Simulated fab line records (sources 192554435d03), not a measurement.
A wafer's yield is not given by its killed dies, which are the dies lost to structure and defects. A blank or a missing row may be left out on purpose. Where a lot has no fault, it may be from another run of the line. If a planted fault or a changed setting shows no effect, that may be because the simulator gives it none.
Which tool was responsible?	flow n5-finfet	Sampling: 24 lots, 72 wafers, 6 of 1938 route steps

## WHAT THE GAUGES READ, wafer by wafer
N5_MOL_CONTACT_COAG_CD_MEAS_84: the cd target is 25.1 nm.
lot	measured	on	cd-nm (nm)
L074	day 5 08:15	cd-sem-02	24.8 24.4 24.6
L075	day 5 13:56	cd-sem-03	25.0 25.1 25.4
L076	day 5 20:28	cd-sem-01	25.4 25.2 24.8
L077	day 6 00:02	cd-sem-02	25.1 25.2 25.6
L078	day 6 10:41	cd-sem-01	25.2 25.4 25.2
L079	day 6 12:58	cd-sem-01	25.1 25.0 24.6
L080	day 6 16:08	cd-sem-03	24.9 24.8 25.3
L081	day 7 06:48	cd-sem-01	24.9 24.6 24.8
L082	day 7 08:11	cd-sem-02	24.6 24.7 25.0
L083	day 7 09:47	cd-sem-02	24.8 24.8 25.4
L084	day 7 12:19	cd-sem-03	24.9 24.8 25.1
L085	day 8 02:04	cd-sem-01	25.0 25.2 25.6
L086	day 8 13:35	cd-sem-02	24.8 24.5 24.8
L087	day 8 15:53	cd-sem-03	24.5 24.6 24.4
L088	day 8 22:14	cd-sem-02	25.3 25.2 25.1
L089	day 9 00:40	cd-sem-03	24.9 25.0 24.6
L090	day 9 08:49	cd-sem-03	24.6 24.5 24.7
L091	day 9 08:38	cd-sem-02	24.9 25.2 24.4
L092	day 9 16:28	cd-sem-01	25.6 25.4 25.0
L093	day 9 23:59	cd-sem-01	24.7 25.2 25.6
L094	day 10 09:32	cd-sem-03	25.1 25.4 24.9
L095	day 10 09:38	cd-sem-02	25.1 25.2 25.6
L097	day 10 21:11	cd-sem-02	24.7 25.0 24.8
L096	day 10 21:22	cd-sem-02	24.8 24.7 25.0

## EACH LOT AND THE TOOL THAT RAN IT (in order: tool; ch and the chambers of the sampled wafers; start)
lot	N5_GATE_CUT_HM_OPEN_40	N5_MOL_CONTACT_COAG_STRIP_98	N5_MOL_CONTACT_COAG_TI_SIL_19	N5_MOL_CONTACT_COAG_SIL_ANNEAL_21	N5_MOL_CONTACT_COAG_SPUTTER_130
L074	rie-diel-06 ch 0,3, day 4 10:21	rie-diel-01 ch 1,2, day 4 14:33	pvd-sputter-02, day 4 15:16	rtp-anneal-02 ch 0, day 4 15:46	pvd-sputter-03, day 4 20:43
L075	rie-diel-06 ch 2,3, day 4 19:57	rie-diel-03 ch 0,3, day 5 03:41	pvd-sputter-01, day 5 06:47	rtp-anneal-02 ch 0, day 5 07:22	pvd-sputter-02, day 5 10:12
L076	rie-diel-02 ch 0,2, day 5 05:06	rie-diel-03 ch 0,3, day 5 11:40	pvd-sputter-03, day 5 12:55	rtp-anneal-01 ch 0, day 5 13:25	pvd-sputter-02, day 5 16:29
L077	rie-diel-04 ch 1,2, day 5 12:11	rie-diel-01 ch 2,3, day 5 16:09	pvd-sputter-02, day 5 16:46	rtp-anneal-02 ch 0, day 5 17:22	pvd-sputter-01, day 5 20:08
L078	rie-diel-04 ch 2,3, day 5 20:40	rie-diel-05 ch 0,1,2, day 6 00:44	pvd-sputter-01, day 6 02:07	rtp-anneal-02 ch 0, day 6 02:40	pvd-sputter-01, day 6 06:56
L079	rie-diel-04 ch 1,3, day 5 22:04	rie-diel-01 ch 0,2, day 6 02:17	pvd-sputter-03, day 6 04:42	rtp-anneal-02 ch 0, day 6 05:16	pvd-sputter-03, day 6 09:13
L080	rie-diel-06 ch 0,1,3, day 6 02:29	rie-diel-01 ch 1,2,3, day 6 06:56	pvd-sputter-03, day 6 08:37	rtp-anneal-01 ch 0, day 6 09:07	pvd-sputter-02, day 6 12:16
L081	rie-diel-06 ch 1,2,3, day 6 18:08	rie-diel-05 ch 0,2, day 6 22:13	pvd-sputter-03, day 6 22:44	rtp-anneal-02 ch 0, day 6 23:18	pvd-sputter-03, day 7 02:12
L082	rie-diel-04 ch 1,2,3, day 6 18:44	rie-diel-01 ch 0,1, day 6 23:14	pvd-sputter-02, day 6 23:47	rtp-anneal-01 ch 0, day 7 00:19	pvd-sputter-03, day 7 03:47
L083	rie-diel-02 ch 2,3, day 6 21:50	rie-diel-03 ch 0,1, day 7 02:10	pvd-sputter-03, day 7 02:42	rtp-anneal-02 ch 0, day 7 03:14	pvd-sputter-03, day 7 05:12
L084	rie-diel-04 ch 0,1,3, day 7 00:31	rie-diel-03 ch 0,1, day 7 04:50	pvd-sputter-02, day 7 05:23	rtp-anneal-01 ch 0, day 7 05:55	pvd-sputter-03, day 7 08:08
L085	rie-diel-06 ch 0,3, day 7 13:42	rie-diel-03 ch 0,1, day 7 17:57	pvd-sputter-01, day 7 18:32	rtp-anneal-01 ch 0, day 7 19:10	pvd-sputter-01, day 7 21:13
L086	rie-diel-04 ch 1,2, day 7 21:27	rie-diel-05 ch 2,3, day 8 03:23	pvd-sputter-02, day 8 03:59	rtp-anneal-01 ch 0, day 8 04:38	pvd-sputter-03, day 8 07:21
L087	rie-diel-02 ch 1,2, day 8 01:38	rie-diel-05 ch 1,2,3, day 8 05:59	pvd-sputter-02, day 8 06:35	rtp-anneal-02 ch 0, day 8 07:07	pvd-sputter-03, day 8 10:59
L088	rie-diel-04 ch 0,2,3, day 8 07:29	rie-diel-03 ch 1,3, day 8 11:28	pvd-sputter-02, day 8 12:16	rtp-anneal-01 ch 0, day 8 12:50	pvd-sputter-03, day 8 18:22
L089	rie-diel-02 ch 2,3, day 8 10:09	rie-diel-01 ch 1,2, day 8 14:41	pvd-sputter-02, day 8 15:15	rtp-anneal-01 ch 0, day 8 15:47	pvd-sputter-01, day 8 20:32
L090	rie-diel-04 ch 1,2,3, day 8 15:56	rie-diel-01 ch 0,1, day 8 22:16	pvd-sputter-02, day 9 00:20	rtp-anneal-01 ch 0, day 9 00:50	pvd-sputter-01, day 9 04:59
L091	rie-diel-06 ch 0,2, day 8 18:01	rie-diel-03 ch 0,1,3, day 8 22:59	pvd-sputter-02, day 9 00:14	rtp-anneal-02 ch 0, day 9 00:46	pvd-sputter-03, day 9 04:44
L092	rie-diel-06 ch 0,3, day 9 02:24	rie-diel-03 ch 0,1, day 9 06:29	pvd-sputter-01, day 9 07:38	rtp-anneal-01 ch 0, day 9 08:11	pvd-sputter-02, day 9 11:22
L093	rie-diel-04 ch 1,3, day 9 08:25	rie-diel-01 ch 0,2, day 9 12:34	pvd-sputter-02, day 9 16:07	rtp-anneal-02 ch 0, day 9 16:40	pvd-sputter-01, day 9 20:12
L094	rie-diel-04 ch 1,2,3, day 9 17:10	rie-diel-01 ch 0,3, day 9 21:57	pvd-sputter-02, day 9 22:56	rtp-anneal-01 ch 0, day 9 23:32	pvd-sputter-01, day 10 05:11
L095	rie-diel-04 ch 2,3, day 9 19:04	rie-diel-05 ch 0,1,2, day 9 23:07	pvd-sputter-02, day 10 01:06	rtp-anneal-02 ch 0, day 10 01:36	pvd-sputter-01, day 10 05:21
L097	rie-diel-04 ch 0,3, day 10 09:07	rie-diel-01 ch 1,2, day 10 13:07	pvd-sputter-01, day 10 13:40	rtp-anneal-02 ch 0, day 10 14:16	pvd-sputter-02, day 10 17:17
L096	rie-diel-02 ch 0,2,3, day 10 09:38	rie-diel-03 ch 0,2,3, day 10 13:39	pvd-sputter-01, day 10 14:13	rtp-anneal-02 ch 0, day 10 14:42	pvd-sputter-01, day 10 17:29
- N5_GATE_CUT_HM_OPEN_40: chemistry C4F6/O2, target SiO2, target depth 139 nm, time 85.1 s.
- N5_MOL_CONTACT_COAG_STRIP_98: strips in N2/H2.
- N5_MOL_CONTACT_COAG_TI_SIL_19: material Ti, target thk 4.2 nm, time 15 s.
- N5_MOL_CONTACT_COAG_SIL_ANNEAL_21: time 60 s.
- N5_MOL_CONTACT_COAG_SPUTTER_130: material Co, target thk 47.5 nm.

## WHAT THE TOOLS THEMSELVES READ (means of the sampled wafers that have a number; where no wafer has one, the mark that the record gives instead)
N5_GATE_CUT_HM_OPEN_40.
lot	tool	drypump-motor-current-A (A)	etch-rf-on-time-s (s)	oes-product-au (a.u.)	rf-vpp-V (V)	showerhead-plenum-p-Torr (Torr)	throttle-valve-pct (%)
L074	rie-diel-06	5.3	93.7	0.78	665	2.77	21.1
L075	rie-diel-06	5.0	93.7	0.64	657	2.89	21.3
L076	rie-diel-02	5.9	92.5	0.67	659	2.84	21.1
L077	rie-diel-04	6.2	94.2	0.67	680	2.91	21.1
L078	rie-diel-04	5.8	97.6	0.64	669	2.96	21.2
L079	rie-diel-04	5.7	95.5	0.67	685	2.93	20.7
L080	rie-diel-06	5.3	94.6	0.69	668	2.74	21.1
L081	rie-diel-06	5.1	97.5	0.63	663	2.80	21.2
L082	rie-diel-04	6.0	95.4	0.67	682	2.92	20.9
L083	rie-diel-02	5.3	92.2	0.69	678	2.78	21.2
L084	rie-diel-04	5.8	95.7	0.66	678	2.87	20.9
L085	rie-diel-06	5.3	94.2	0.71	658	2.75	21.2
L086	rie-diel-04	6.2	97.8	0.65	680	2.90	21.1
L087	rie-diel-02	5.8	96.3	0.65	664	2.79	20.6
L088	rie-diel-04	5.7	97.0	0.63	663	2.90	21.2
L089	rie-diel-02	5.5	96.1	0.63	677	2.79	20.9
L090	rie-diel-04	6.0	95.6	0.66	682	2.91	20.9
L091	rie-diel-06	5.1	94.6	0.80	668	2.83	21.0
L092	rie-diel-06	5.3	92.7	0.70	657	2.75	21.2
L093	rie-diel-04	5.7	96.7	0.65	685	2.92	20.8
L094	rie-diel-04	6.0	96.7	0.65	683	2.91	20.9
L095	rie-diel-04	5.6	96.7	0.62	671	2.95	21.1
L097	rie-diel-04	5.4	96.0	0.70	667	2.90	21.0
L096	rie-diel-02	5.6	93.2	0.65	668	2.80	21.2

N5_MOL_CONTACT_COAG_STRIP_98.
lot	tool	drypump-motor-current-A (A)	oes-product-au (a.u.)	rf-vpp-V (V)	showerhead-plenum-p-Torr (Torr)	throttle-valve-pct (%)
L074	rie-diel-01	6.0	0.78	54.1	3.50	18.7
L075	rie-diel-03	5.6	0.79	54.4	3.45	19.0
L076	rie-diel-03	5.6	0.77	55.3	3.45	19.0
L077	rie-diel-01	5.9	0.68	55.7	3.34	19.0
L078	rie-diel-05	5.9	0.88	54.6	3.36	18.9
L079	rie-diel-01	6.2	0.77	54.0	3.39	18.9
L080	rie-diel-01	5.8	0.72	55.0	3.37	18.8
L081	rie-diel-05	5.8	0.82	53.9	3.33	19.2
L082	rie-diel-01	6.1	0.80	55.3	3.41	18.7
L083	rie-diel-03	5.4	0.73	54.7	3.26	18.9
L084	rie-diel-03	5.5	0.72	53.2	3.36	19.1
L085	rie-diel-03	5.5	0.71	54.5	3.36	19.1
L086	rie-diel-05	5.7	0.93	53.5	3.31	19.5
L087	rie-diel-05	5.6	0.91	55.0	3.33	18.9
L088	rie-diel-03	5.5	0.75	52.5	3.23	18.8
L089	rie-diel-01	6.1	0.89	54.3	3.44	18.6
L090	rie-diel-01	6.0	0.78	54.8	3.45	18.6
L091	rie-diel-03	5.6	0.74	53.5	3.33	18.9
L092	rie-diel-03	5.5	0.71	55.0	3.25	19.0
L093	rie-diel-01	6.2	0.82	53.6	3.36	18.9
L094	rie-diel-01	5.9	0.83	54.4	3.41	18.8
L095	rie-diel-05	5.8	0.85	54.4	3.35	18.9
L097	rie-diel-01	6.0	0.82	53.6	3.47	18.6
L096	rie-diel-03	5.6	0.75	53.7	3.35	19.1

N5_MOL_CONTACT_COAG_TI_SIL_19.
lot	tool	chamber-pressure-pa (Pa)	throttle-valve-pct (%)
L074	pvd-sputter-02	5.002	30.4
L075	pvd-sputter-01	4.996	30.6
L076	pvd-sputter-03	4.989	29.4
L077	pvd-sputter-02	4.991	30.5
L078	pvd-sputter-01	5.014	30.8
L079	pvd-sputter-03	5.015	30.7
L080	pvd-sputter-03	4.988	30.8
L081	pvd-sputter-03	4.999	30.8
L082	pvd-sputter-02	4.997	30.1
L083	pvd-sputter-03	4.995	30.2
L084	pvd-sputter-02	4.994	30.1
L085	pvd-sputter-01	5.006	30.8
L086	pvd-sputter-02	5.007	30.2
L087	pvd-sputter-02	5.007	30.2
L088	pvd-sputter-02	5.005	30.7
L089	pvd-sputter-02	4.995	30.3
L090	pvd-sputter-02	4.997	30.8
L091	pvd-sputter-02	5.006	30.7
L092	pvd-sputter-01	4.999	31.2
L093	pvd-sputter-02	5.004	30.6
L094	pvd-sputter-02	4.995	30.5
L095	pvd-sputter-02	4.996	30.6
L097	pvd-sputter-01	5.002	30.6
L096	pvd-sputter-01	4.994	30.8

N5_MOL_CONTACT_COAG_SIL_ANNEAL_21.
lot	tool	lamp-power-pct (%)	wafer_temp_C_max
L074	rtp-anneal-02	5.81	551.6
L075	rtp-anneal-02	5.81	552.0
L076	rtp-anneal-01	6.08	552.0
L077	rtp-anneal-02	5.81	551.8
L078	rtp-anneal-02	5.82	551.8
L079	rtp-anneal-02	5.82	551.7
L080	rtp-anneal-01	6.09	551.8
L081	rtp-anneal-02	5.82	551.5
L082	rtp-anneal-01	6.08	552.3
L083	rtp-anneal-02	5.81	552.0
L084	rtp-anneal-01	6.08	552.3
L085	rtp-anneal-01	6.08	552.5
L086	rtp-anneal-01	6.08	552.6
L087	rtp-anneal-02	5.82	551.2
L088	rtp-anneal-01	6.08	552.1
L089	rtp-anneal-01	6.09	551.9
L090	rtp-anneal-01	6.08	552.2
L091	rtp-anneal-02	5.81	551.7
L092	rtp-anneal-01	6.08	551.9
L093	rtp-anneal-02	5.81	551.2
L094	rtp-anneal-01	6.08	552.5
L095	rtp-anneal-02	5.82	552.0
L097	rtp-anneal-02	5.82	552.0
L096	rtp-anneal-02	5.81	551.5

N5_MOL_CONTACT_COAG_SPUTTER_130.
lot	tool	chamber-pressure-pa (Pa)	throttle-valve-pct (%)
L074	pvd-sputter-03	0.5004	29.9
L075	pvd-sputter-02	0.5000	30.4
L076	pvd-sputter-02	0.4992	30.0
L077	pvd-sputter-01	0.5008	31.6
L078	pvd-sputter-01	0.4993	30.8
L079	pvd-sputter-03	0.5012	31.1
L080	pvd-sputter-02	0.5001	30.3
L081	pvd-sputter-03	0.5011	31.0
L082	pvd-sputter-03	0.4996	31.1
L083	pvd-sputter-03	0.5001	30.7
L084	pvd-sputter-03	0.5001	31.0
L085	pvd-sputter-01	0.5006	31.1
L086	pvd-sputter-03	0.4996	30.0
L087	pvd-sputter-03	0.4995	29.9
L088	pvd-sputter-03	0.5002	30.1
L089	pvd-sputter-01	0.5002	30.6
L090	pvd-sputter-01	0.4996	30.8
L091	pvd-sputter-03	0.5006	30.9
L092	pvd-sputter-02	0.4984	30.3
L093	pvd-sputter-01	0.5012	30.3
L094	pvd-sputter-01	0.5004	31.1
L095	pvd-sputter-01	0.4998	30.6
L097	pvd-sputter-02	0.5011	30.3
L096	pvd-sputter-01	0.4997	31.0

## THE ANSWER, worked out from the rows above alone
Rule: usual is defined by the lots themselves. The widest of any qualifying gaps counts: lots, ordered by their means at a reading, are off when they make up no more than a third of the lots, leave a main group of 4 or more, and stand apart from it by 3 or more times the standard deviation of that group's means. If all means in a main group match to the digits the tables above print for the reading, that group is not used. Also off: a lot with no number at a reading for which 4 or more lots have one. All remaining lots with rows at the step are treated as sound. The gauges are gone through in route order, then the tools' own readings, and for those a lot's mean is taken as printed above. The first step at which some lot is off is used, and at that step the reading that is off furthest; a lot without a number counts as furthest.
No lot is off at any reading shown: from this, nothing can be told.

## WHAT THE SIMULATOR HAD INSERTED
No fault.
